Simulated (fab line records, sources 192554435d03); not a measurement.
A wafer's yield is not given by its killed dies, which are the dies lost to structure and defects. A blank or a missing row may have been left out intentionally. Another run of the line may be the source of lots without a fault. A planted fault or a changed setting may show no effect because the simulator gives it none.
Matching of chambers :: flow n5 finfet :: N5_SD_EPI_N_LINER_46 on ald sin-01: 4 sister chambers
The step material SiNx, target thk 3 nm. 14 wafers are shown with their chamber, then 7 later ones without.

== EACH WAFER AND ITS CHAMBER ==
wafer: L618.4
chamber: 2
heater power w (W): 988

wafer: L618.5
chamber: 0
heater power w (W): 926

wafer: L618.6
chamber: 1
heater power w (W): 767

wafer: L624.1
chamber: 2
heater power w (W): 1026

wafer: L624.4
chamber: 3
heater power w (W): 833

wafer: L624.5
chamber: 0
heater power w (W): 923

wafer: L628.1
chamber: 2
heater power w (W): 999

wafer: L628.3
chamber: 1
heater power w (W): 774

wafer: L628.6
chamber: 0
heater power w (W): 916

wafer: L635.1
chamber: 3
heater power w (W): 834

wafer: L635.3
chamber: 2
heater power w (W): 1006

wafer: L635.6
chamber: 1
heater power w (W): 782

wafer: L637.1
chamber: 3
heater power w (W): 834

wafer: L637.2
chamber: 2
heater power w (W): 1018

SIGNATURES, as means of the wafers listed above
reading: heater power w
chamber 0: 921.67
chamber 1: 774.33
chamber 2: 1007.40
chamber 3: 833.67
scatter within a chamber: 10.4
Rule: for a wafer and a chamber, the distance is found by dividing, reading by reading, the gap between the wafer's reading and the chamber's mean by the reading's scatter, squaring, summing and taking the root. The wafer belongs to the nearest chamber; if the next one is less than 2 further off, it can't be placed. How the scatter is found: for the shown wafers, subtract from each reading the mean of its chamber, square and add these, divide the total by (wafers less chambers), then take the root.

== WAFERS WITH NO CHAMBER GIVEN ==
wafer: L637.5
heater power w (W): 926

wafer: L638.1
heater power w (W): 821

wafer: L638.2
heater power w (W): 993

wafer: L638.6
heater power w (W): 985

wafer: L641.2
heater power w (W): 846

wafer: L641.4
heater power w (W): 781

wafer: L641.6
heater power w (W): 996

== THE CHAMBER EACH PASSED THROUGH ==
wafer: L637.5
from the rows above: 0
in truth: 0

wafer: L638.1
from the rows above: 3
in truth: 3

wafer: L638.2
from the rows above: 2
in truth: 2

wafer: L638.6
from the rows above: 2
in truth: 2

wafer: L641.2
from the rows above: 3
in truth: 3

wafer: L641.4
from the rows above: 1
in truth: 1

wafer: L641.6
from the rows above: 2
in truth: 2
Correctly placed: 7 of 7. Not placeable from these rows: 0. 0 placed wrongly.
